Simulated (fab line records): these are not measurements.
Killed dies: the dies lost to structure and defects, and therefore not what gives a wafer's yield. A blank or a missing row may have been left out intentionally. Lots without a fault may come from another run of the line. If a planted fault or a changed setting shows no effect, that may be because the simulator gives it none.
Matching of chambers + flow n5_finfet + N5_BEOL_M8_DESCUM_16 on rie_diel-05: 4 sister chambers
The step chemistry O2, time 7.9 s. 4 wafers are shown with their chamber, then 10 later ones without.

## WAFERS, EACH WITH ITS CHAMBER
| wafer  | chamber | showerhead_plenum_p_Torr (Torr) |
|--------|---------|---------------------------------|
| L088.2 | 0       | 2.21                            |
| L088.6 | 1       | 2.17                            |
| L089.1 | 2       | 2.12                            |
| L089.4 | 3       | 2.05                            |

## WAFERS WHOSE CHAMBER IS MISSING
| wafer  | showerhead_plenum_p_Torr (Torr) |
|--------|---------------------------------|
| L089.6 | 2.12                            |
| L093.1 | 2.12                            |
| L093.5 | 2.16                            |
| L093.6 | 2.12                            |
| L095.2 | 2.05                            |
| L095.4 | 2.21                            |
| L095.5 | 2.05                            |
| L097.3 | 2.04                            |
| L097.4 | 2.04                            |
| L097.6 | 2.16                            |

## WHICH CHAMBER EACH ONE RAN IN
| wafer  | from the rows above | in truth |
|--------|---------------------|----------|
| L089.6 | 2                   | 2        |
| L093.1 | 2                   | 2        |
| L093.5 | 1                   | 1        |
| L093.6 | 2                   | 2        |
| L095.2 | 3                   | 3        |
| L095.4 | 0                   | 0        |
| L095.5 | 3                   | 3        |
| L097.3 | 3                   | 3        |
| L097.4 | 3                   | 3        |
| L097.6 | 1                   | 1        |
Correct placement for 10 of the 10. Not placeable from these rows: 0. 0 placed wrongly.
How it was worked out, from the rows above alone: a wafer's distance from a chamber is the root of the sum, over the readings, of the square of ((its reading less the chamber's mean) divided by the reading's scatter). The wafer belongs to the nearest chamber; if the next one is less than 2 further off, it can't be placed. For every chamber, the mean is computed from those of its wafers that are shown. The scatter: root of mean squared gap, hidden wafer to nearest shown wafer, with one shown wafer a chamber.
